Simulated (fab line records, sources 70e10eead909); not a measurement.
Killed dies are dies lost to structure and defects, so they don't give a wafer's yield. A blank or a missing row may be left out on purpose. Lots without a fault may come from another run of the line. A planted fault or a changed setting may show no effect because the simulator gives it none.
fab line records | flow nand_harc
record lots=5 wafers=15 last_day=24
route steps=1159 shown A_BLC@987 A_M0@994 END@1159
lots that met no fault: from a run of the same line without faults
start_h: hours from the record's first day to the start of the lot's first wafer shown | wait_h: hours since the lot's step before | " the same as in the row above | L1.1+2: a row that stands for several wafers | - no value, or no start given | * or withheld: withheld | < > ~ a bound
route shown NAME@n: a module of which the file shows steps, and the number in the route of the first | usual: mean/standard deviation of fault-free wafers | same: alike in all rows | chamber/n: place in a boat | sites: the reading at each site | _std_site: their standard deviation | _edge_site: outer sites' mean less inner sites' | radius_mm: how far each site lies from the wafer's centre | mask NAME#n: copy n | behind: the tool/chamber that last shaped the wafer | hold: why the lot was held/for how many hours/how that ended | device: the transistor (n, p or np) that didn't switch | end of line: the same wafers' tests at the end of the route | a step without rows: its recipe alone | killed: dies lost to structure and defects at the first sort, not the wafer's yield | map: a wafer's dies, x killed, . not, _ none there
set.NAME: the setting as run; set.NAME@STEP: as run at that earlier step | model.NAME: the simulator's own value behind a step, which no gauge read
lots at some steps of the route; a table a step, a row a wafer
services: from which hour (start_h, from the record's first day; less than 0 if before it) a tool's chamber was out of use, for how many hours, and why
## steps
# step NHARC_A_BLC_PVD_32
# recipe target_thk_a=50 chamber_pressure_pa=5 power_w=5000 substrate_temp_c=200 time_s=17.7 material=Ti
# usual throttle_valve_pct=29.8/1.1
# columns lot.wafer tool chamber start_h wait_h throttle_valve_pct
L782.2 pvd_sputter-03 - - - 28.4
L782.5 " - " " 31.9
L782.6 " - " " 29.2
L784.1 pvd_sputter-03 - - - 29.4
L784.3 " - " " 30.2
L784.4 " - " " 28.1
L785.2 pvd_sputter-02 - - - 30.0
L785.3 " - " " 30.2
L785.6 " - " " 30.6
L786.1 pvd_sputter-03 - - - 29.6
L786.5 " - " " 28.1
L786.6 " - " " 31.9
L804.2 pvd_sputter-03 - - - 29.3
L804.6 " - " " 29.0
L804.5 " - " " 30.0
# step NHARC_A_BLC_ALD_23
# recipe target_thk_a=30 pulse_time_s=1 ald_cycles=150 temp_c=450 material=TiN
# usual heater_power_w=1073/72 precursor_pulse_height_rel=1.000/0.021
# columns lot.wafer tool chamber start_h wait_h heater_power_w precursor_pulse_height_rel
L782.2 ald_metal-01 2 399.86 - 1094 1.009
L782.5 " 3 " " 1164 0.999
L782.6 " 0 " " 1120 1.015
L784.1 ald_metal-01 1 405.03 - 979 1.016
L784.4 " 2 " " 1103 0.988
L784.3 " 0 " " 1108 0.972
L785.2 ald_metal-01 2 406.45 - 1052 0.999
L785.3 " 3 " " 1150 1.013
L785.6 " 2 " " 1117 0.994
L786.1 ald_metal-02 2 415.58 - 1038 1.056
L786.6 " 0 " " 911 0.986
L786.5 " 1 " " 1115 0.950
L804.2 ald_metal-01 0 528.04 - 1168 0.991
L804.5 " 3 " " 1140 1.020
L804.6 " 0 " " 1183 0.995
# step NHARC_A_BLC_CVD_24
# recipe target_thk_a=1500 temp_c=300 pressure_torr=40 wf6_flow_sccm=40 h2_flow_sccm=1600 ar_flow_sccm=1560 time_s=434 material=W
# usual heater_power_w=495/22 throttle_valve_pct=7.96/0.22
# columns lot.wafer tool chamber start_h wait_h heater_power_w throttle_valve_pct
L782.2 cvd_w-02 0 - - 486 7.71
L782.5 " 1 " " 522 7.91
L782.6 " 0 " " 482 7.90
L784.1 cvd_w-02 1 - - 525 7.82
L784.4 " 0 " " 499 8.06
L784.3 " 1 " " 504 7.80
L785.2 cvd_w-01 1 - - 467 7.89
L785.3 " 0 " " 491 8.23
L785.6 " 0 " " 494 8.49
L786.1 cvd_w-01 0 - - 488 7.93
L786.5 " 0 " " 498 8.32
L786.6 " 1 " " 459 7.87
L804.2 cvd_w-02 0 - - 497 8.09
L804.6 " 1 " " 526 7.79
L804.5 " 0 " " 512 8.11
# step NHARC_A_BLC_CMP_25
# recipe t_overpolish_s=30 target_thk_nm=150
# usual motor_current_A=12.8/1 overpolish_run_s=30.000/0.0096 time_to_endpoint_s=29.9/2
# columns lot.wafer tool chamber start_h wait_h motor_current_A overpolish_run_s time_to_endpoint_s
L782.2 cmp-04 3 403.84 0.4 13.7 29.998 29.4
L782.6 " 2 " " 13.3 29.979 32.3
L782.5 " 3 " " 13.1 30.006 27.3
L784.1 cmp-03 1 405.76 0.4 13.7 30.004 33.5
L784.3 " 2 " " 13.8 29.988 30.0
L784.4 " 3 " " 11.3 29.993 32.0
L785.3 cmp-04 2 411.95 0.2 12.9 30.005 26.6
L785.2 " 3 " " 13.5 29.998 29.5
L785.6 " 3 " " 13.1 29.993 27.7
L786.1 cmp-03 2 416.30 0.5 13.7 29.998 29.7
L786.5 " 1 " " 14.3 30.004 32.9
L786.6 " 2 " " 13.3 30.020 29.8
L804.2 cmp-04 3 529.71 0.4 13.5 29.993 29.0
L804.5 " 1 " " 13.3 30.007 31.2
L804.6 " 2 " " 12.6 29.997 30.5
# step NHARC_A_BLC_SRD_27
# step NHARC_A_BLC_INSPECT_28
# usual raw_defect_count=457/140
# columns lot.wafer tool chamber start_h wait_h raw_defect_count
L782.2 defect_inspect-01 - 404.22 0.1 446
L782.5 " - " " 392
L782.6 " - " " 365
L784.1 defect_inspect-01 - 406.16 0.1 459
L784.3 " - " " 709
L784.4 " - " " 387
L785.2 defect_inspect-02 - 412.36 0.1 485
L785.3 " - " " 683
L785.6 " - " " 413
L786.1 defect_inspect-02 - 416.68 0.1 417
L786.5 " - " " 543
L786.6 " - " " 452
L804.2 defect_inspect-02 - 530.06 0.1 362
L804.5 " - " " 286
L804.6 " - " " 309
# step NHARC_A_M0_DEP_00
# recipe target_thk_a=1500 target_thk_nm=150 temp_c=withheld pressure_torr=5 flow_sccm=200 rf_w=600 material=SiOC
# step NHARC_A_M0_DEHYDRATE_01
# recipe temp_c=150 time_s=120
# step NHARC_A_M0_HMDS_02
# recipe time_s=30
# step NHARC_A_M0_COAT_33
# recipe temp_c=200 time_s=65
# step NHARC_A_M0_COAT_03
# recipe spin_rpm=1500 resist_thk_nm=90
# step NHARC_A_M0_SOFTBAKE_04
# recipe temp_c=105 time_s=55
# usual exhaust_pa=44.9/0.97 heater_power_total_W=188.45/0.13
# columns lot.wafer tool chamber start_h wait_h exhaust_pa heater_power_total_W
L782.2 litho_track-01 0 404 - 45.8 188.42
L782.5 " 0 " " 45.2 188.41
L782.6 " 0 " " 46.0 188.46
L784.1 litho_track-04 0 406 - 46.1 188.51
L784.3 " 0 " " 44.0 188.56
L784.4 " 0 " " 44.9 188.40
L785.2 litho_track-01 0 412 - 45.6 188.40
L785.3 " 0 " " 45.0 188.38
L785.6 " 0 " " 45.3 188.43
L786.1 litho_track-01 0 417 - 43.9 188.30
L786.5 " 0 " " 42.5 188.50
L786.6 " 0 " " 44.4 188.74
L804.2 litho_track-04 0 530 - 43.3 188.33
L804.5 " 0 " " 47.0 195.73
L804.6 " 0 " " 44.4 188.43
# step NHARC_A_M0_EBR_05
# step NHARC_END_SORT_01
# recipe temp_c=25
# usual defect_limited_yield=95.4/1.4 killed_at_array=27/10 killed_at_other=0.6/1 killed_at_periphery=3.4/2.7 killed_dies=31/9.7 killed_open=3.4/1.7 killed_short=2.2/1.5 sort_bin_2_pct=1.4/0.57 sort_bin_3_pct=0.25/0.23 sort_bin_4_pct=3.0/0.94 sort_n_pass=646/9.7 sort_rim_yield_pct=95.3/3 sort_yield_pct=95.4/1.4
# same gross_dies=677 sort_bin_5_pct[%]=0 sort_bin_6_pct[%]=0 sort_bin_7_pct[%]=0 sort_bin_8_pct[%]=0 sort_rim_n_gross=106.00
# columns lot.wafer tool chamber start_h wait_h defect_limited_yield[%] killed_at_array killed_at_other killed_at_periphery killed_dies killed_open killed_short sort_bin_2_pct[%] sort_bin_3_pct[%] sort_bin_4_pct[%] sort_n_pass sort_rim_yield_pct[%] sort_yield_pct[%]
L784.1 prober-02 0 450.41 2.5 95.0 31 0 3 34 4 4 1.6 0.30 3.1 643 97.2 95.0
L784.3 prober-02 0 452.03 3.1 96.0 26 0 1 27 3 2 1.3 0.44 2.2 650 99.1 96.0
L784.4 prober-02 0 452.85 3.4 95.6 25 0 5 30 5 1 1.0 0.30 3.1 647 92.5 95.6
L782.2 prober-01 0 451.19 2.8 95.9 23 1 4 28 1 3 1.2 0.30 2.7 649 96.2 95.9
L782.5 prober-01 0 453.59 3.7 96.3 21 0 4 25 2 3 1.2 0 2.5 652 93.4 96.3
L782.6 prober-01 0 454.40 4.0 95.4 25 2 4 31 5 3 1.2 0.30 3.1 646 96.2 95.4
L786.1 prober-02 0 466.11 2.5 94.7 27 1 8 36 7 3 1.2 0 4.1 641 94.3 94.7
L786.5 prober-02 0 469.32 3.7 95.3 29 0 3 32 3 1 1.5 0.15 3.1 645 99.1 95.3
L786.6 prober-02 0 470.13 4.0 96.5 18 0 6 24 2 2 1.2 0.15 2.2 653 96.2 96.5
L804.2 prober-02 0 567.82 2.8 94.8 23 0 12 35 5 0 1.0 0.15 4.0 642 98.1 94.8
L804.5 prober-02 0 570.19 3.6 94.8 22 0 13 35 7 2 1.5 0 3.7 642 95.3 94.8
L804.6 prober-02 0 570.97 3.9 96.3 21 0 4 25 1 2 1.3 0.15 2.2 652 99.1 96.3
# killed by level:class
L784.1 A_CHANNEL_HOLE_D1:chamber_film_flake=16 A_STAIRCASE:chamber_film_flake=5 A_CHANNEL_FILL_D1:geometric_particle:short=3 A_CONTACT:chamber_film_flake=3 A_CHANNEL_FILL_D1:geometric_particle:open=2 A_M0:geometric_particle:open=2 P_STI:geometric_particle:short=1 P_ZERO_WELL:chamber_film_flake=1
L782.2 A_CHANNEL_HOLE_D1:chamber_film_flake=7 A_SLIT:chamber_film_flake=7 A_WL_FILL:chamber_film_flake=4 A_STAIRCASE:chamber_film_flake=2 P_M0:geometric_particle:short=1 P_M2:geometric_particle:open=1 A_SGD_CUT:geometric_particle:short=1 P_STI:chamber_film_flake=1
L784.3 A_CHANNEL_HOLE_D1:chamber_film_flake=12 A_CONTACT:chamber_film_flake=5 A_STAIRCASE:chamber_film_flake=3 A_CONTACT:geometric_particle:open=2 A_ONON_D1:geometric_particle:short=1 A_STAIRCASE:geometric_particle:open=1 A_WL_FILL:geometric_particle:short=1 P_GATE:chamber_film_flake=1
L784.4 A_CHANNEL_HOLE_D1:chamber_film_flake=8 A_STAIRCASE:chamber_film_flake=6 A_CONTACT:chamber_film_flake=5 P_CONTACT:geometric_particle:open=2 A_WL_FILL:chamber_film_flake=2 P_GATE:geometric_particle:open=1 A_SOURCE_PLATE:geometric_particle:open=1 A_WL_FILL:geometric_particle:short=1
L782.5 A_CHANNEL_HOLE_D1:chamber_film_flake=7 A_SLIT:chamber_film_flake=6 A_WL_FILL:geometric_particle:short=3 A_STAIRCASE:chamber_film_flake=2 A_CONTACT:chamber_film_flake=2 P_GATE:geometric_particle:open=1 P_M2:geometric_particle:open=1 P_STI:chamber_film_flake=1
L782.6 A_CHANNEL_HOLE_D1:chamber_film_flake=13 A_SLIT:chamber_film_flake=5 A_WL_FILL:geometric_particle:short=2 A_STAIRCASE:chamber_film_flake=2 P_M0:geometric_particle:open=1 P_M1:geometric_particle:open=1 P_M1:geometric_particle:short=1 A_ONON_D1:geometric_particle:open=1
L786.1 A_CHANNEL_HOLE_D1:chamber_film_flake=13 A_ONON_D1:geometric_particle:open=3 P_ZERO_WELL:chamber_film_flake=3 P_CONTACT:geometric_particle:open=2 A_ONON_D1:geometric_particle:short=2 A_CHANNEL_FILL_D1:chamber_film_flake=2 A_STAIRCASE:chamber_film_flake=2 P_M0:geometric_particle:short=1
L786.5 A_CHANNEL_HOLE_D1:chamber_film_flake=20 A_STAIRCASE:chamber_film_flake=4 P_ZERO_WELL:chamber_film_flake=3 A_WL_FILL:geometric_particle:open=2 A_CONTACT:geometric_particle:open=1 A_M0:geometric_particle:short=1 A_CHANNEL_FILL_D1:chamber_film_flake=1
L786.6 A_CHANNEL_HOLE_D1:chamber_film_flake=13 P_ZERO_WELL:chamber_film_flake=3 A_STAIRCASE:chamber_film_flake=2 P_STI:geometric_particle:short=1 P_GATE:geometric_particle:short=1 A_CONTACT:geometric_particle:open=1 A_BLC:geometric_particle:open=1 P_STI:chamber_film_flake=1
L804.2 A_CHANNEL_HOLE_D1:chamber_film_flake=8 A_CONTACT:chamber_film_flake=6 A_WL_FILL:chamber_film_flake=5 P_STI:chamber_film_flake=3 P_GATE:chamber_film_flake=3 P_M1:chamber_film_flake=3 P_M0:geometric_particle:open=2 A_CONTACT:geometric_particle:open=1
L804.5 A_CONTACT:chamber_film_flake=7 P_M1:chamber_film_flake=5 A_STAIRCASE:chamber_film_flake=5 P_GATE:geometric_particle:open=3 A_CHANNEL_HOLE_D1:chamber_film_flake=3 P_STI:chamber_film_flake=2 P_CONTACT:geometric_particle:short=1 P_M0:geometric_particle:open=1
L804.6 A_CHANNEL_HOLE_D1:chamber_film_flake=9 P_M1:chamber_film_flake=4 A_WL_FILL:chamber_film_flake=3 A_CONTACT:chamber_film_flake=3 A_BONDPAD:chamber_film_flake=2 A_CHANNEL_FILL_D1:geometric_particle:short=1 A_CONTACT:geometric_particle:short=1 A_M0:geometric_particle:open=1
## services
# columns tool chamber start_h hours kind
cvd_w-02 - 381.82 13.0 pm
ald_metal-02 3 385.38 2.7 repair
pvd_sputter-03 - 390.24 1.1 repair
pvd_sputter-02 - 392.00 10.0 pm
cmp-04 - 397.31 0.6 repair
cmp-04 - 399.00 4.0 pm
pvd_sputter-03 - 408.89 3.2 repair
cmp-04 - 414.31 3.6 repair
ald_metal-01 - 418.08 0.6 repair
pvd_sputter-03 - 428.79 1.3 repair
ald_metal-01 1 432.42 20.5 repair
litho_track-01 - 443.00 7.0 pm
cmp-03 - 451.15 4.0 pm
ald_metal-01 - 458.00 10.0 pm
ald_metal-01 0 458.00 10.0 vent_cycle
ald_metal-01 1 458.00 10.0 vent_cycle
ald_metal-01 2 458.00 10.0 vent_cycle
pvd_sputter-03 - 458.00 10.0 pm
cvd_w-01 - 474.10 13.0 pm
litho_track-04 - 491.00 7.0 pm
pvd_sputter-03 - 494.36 1.8 repair
cmp-04 - 497.00 4.0 pm
pvd_sputter-03 - 528.21 18.2 repair
cmp-03 - 529.62 7.4 repair
## key
first_sign step=NHARC_A_M0_SOFTBAKE_04 reading=heater_power_total_W direction=up sigmas=55 usual=* struck=*
effect none on later readings
met_at NHARC_A_M0_SOFTBAKE_04
struck_wafers L804.5
onset_between 406 530
fault kind=process_parameter_drift tool=litho_track-04 chamber=- onset_h=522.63 steps=NHARC_A_M0_SOFTBAKE_04 channel=time_s offset=* shape=step end_h=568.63 scope=struck_wafers_only acts_in=* stated=*
